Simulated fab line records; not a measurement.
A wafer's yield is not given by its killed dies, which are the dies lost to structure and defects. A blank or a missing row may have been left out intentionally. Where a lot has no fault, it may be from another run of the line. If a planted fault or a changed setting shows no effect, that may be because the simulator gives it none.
Matching of chambers ; flow nand_harc ; NHARC_A_M0_PRE_CLEAN_31 on pecvd-02: 3 sister chambers
The step time 12 s. 3 wafers are shown with their chamber, then 11 later ones without.

== WAFERS WITH THEIR CHAMBER ==
wafer;chamber;heater_power_w (W)
L083.5;2;489
L083.6;1;716
L086.1;0;539

== WAFERS WHOSE CHAMBER IS MISSING ==
wafer;heater_power_w (W)
L086.2;651
L086.5;576
L091.2;547
L091.4;689
L091.6;542
L090.2;568
L090.4;494
L090.5;591
L096.1;531
L096.4;526
L096.5;652

== WHICH CHAMBER EACH ONE RAN IN ==
wafer;from the rows above;in truth
L086.2;can't be placed: 1 or 0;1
L086.5;can't be placed: 0 or 2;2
L091.2;can't be placed: 0 or 2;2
L091.4;1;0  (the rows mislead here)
L091.6;can't be placed: 0 or 2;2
L090.2;can't be placed: 0 or 2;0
L090.4;can't be placed: 2 or 0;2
L090.5;can't be placed: 0 or 2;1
L096.1;can't be placed: 0 or 2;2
L096.4;can't be placed: 0 or 2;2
L096.5;can't be placed: 1 or 0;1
Correctly placed: 0 of 11. Cannot be placed on the basis of these rows: 10; the candidates contain the true chamber in 9. Placed wrongly: 1.
How it was worked out, from the rows above alone: a wafer's distance from a chamber is the root of the sum, over the readings, of the square of ((its reading less the chamber's mean) divided by the reading's scatter). The wafer belongs to the nearest chamber; if the next one is less than 2 further off, it can't be placed. A chamber's mean is the mean of its shown wafers. The scatter: root of mean squared gap, hidden wafer to nearest shown wafer, with one shown wafer a chamber.
